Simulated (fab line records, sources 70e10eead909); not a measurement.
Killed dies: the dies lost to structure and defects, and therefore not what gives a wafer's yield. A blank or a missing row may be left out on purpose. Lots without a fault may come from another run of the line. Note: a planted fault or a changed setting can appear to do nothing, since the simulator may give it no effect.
Chamber matching    flow nand-harc    NHARC_P_CONTACT_ETCH_35 on rie-diel-05: 4 sister chambers
The step etches the open film in CF4, target depth 39 nm, time 65 s. 14 wafers are shown with their chamber, then 7 later ones without.

== WAFERS WITH THEIR CHAMBER ==
wafer   chamber  showerhead-plenum-p-Torr (Torr)  drypump-motor-current-A (A)  throttle-valve-pct (%)
L075.3  1        1.85                             5.9                          13.282
L075.4  3        1.80                             6.4                          13.293
L075.6  3        1.80                             6.4                          13.291
L076.1  1        1.85                             5.9                          13.263
L076.5  2        1.76                             5.3                          13.302
L076.6  1        1.85                             5.9                          13.279
L079.1  1        1.85                             5.9                          13.269
L079.4  0        1.81                             6.0                          13.270
L079.6  2        1.76                             5.4                          13.282
L082.1  0        1.81                             5.9                          13.268
L082.3  1        1.85                             5.9                          13.287
L082.6  2        1.76                             5.4                          13.290
L092.2  2        1.75                             5.4                          13.286
L092.3  0        1.81                             6.0                          13.273

SIGNATURES, as means of the wafers listed above
reading                   chamber 0  chamber 1  chamber 2  chamber 3  scatter within a chamber
showerhead-plenum-p-Torr  1.8100     1.8500     1.7575     1.8000     0.00274
drypump-motor-current-A   5.967      5.900      5.375      6.400      0.0376
throttle-valve-pct        13.27033   13.27600   13.29000   13.29200   0.00789
Rule: for each reading, subtract the chamber's mean from the wafer's reading, divide by that reading's scatter and square the result; add these up over the readings and take the root, which gives the wafer's distance from the chamber. If the next closest chamber is less than 2 further off than the closest, the wafer can't be placed; otherwise it belongs to the closest. The scatter is the square root of a quotient: the sum, over the shown wafers, of each reading's squared deviation from its chamber's mean, divided by wafers minus chambers.

== WAFERS WHOSE CHAMBER IS MISSING ==
wafer   showerhead-plenum-p-Torr (Torr)  drypump-motor-current-A (A)  throttle-valve-pct (%)
L092.4  1.85                             5.9                          13.282
L096.1  1.75                             5.4                          13.285
L096.3  1.85                             5.9                          13.282
L096.6  1.85                             5.9                          13.278
L097.1  1.85                             5.9                          13.279
L097.2  1.75                             5.4                          13.283
L097.3  1.81                             5.9                          13.284

== CHAMBER TAKEN BY EACH ==
wafer   from the rows above  in truth
L092.4  1                    1
L096.1  2                    2
L096.3  1                    1
L096.6  1                    1
L097.1  1                    1
L097.2  2                    2
L097.3  0                    0
Correct placement for 7 of the 7. Not placeable from these rows: 0. 0 placed wrongly.
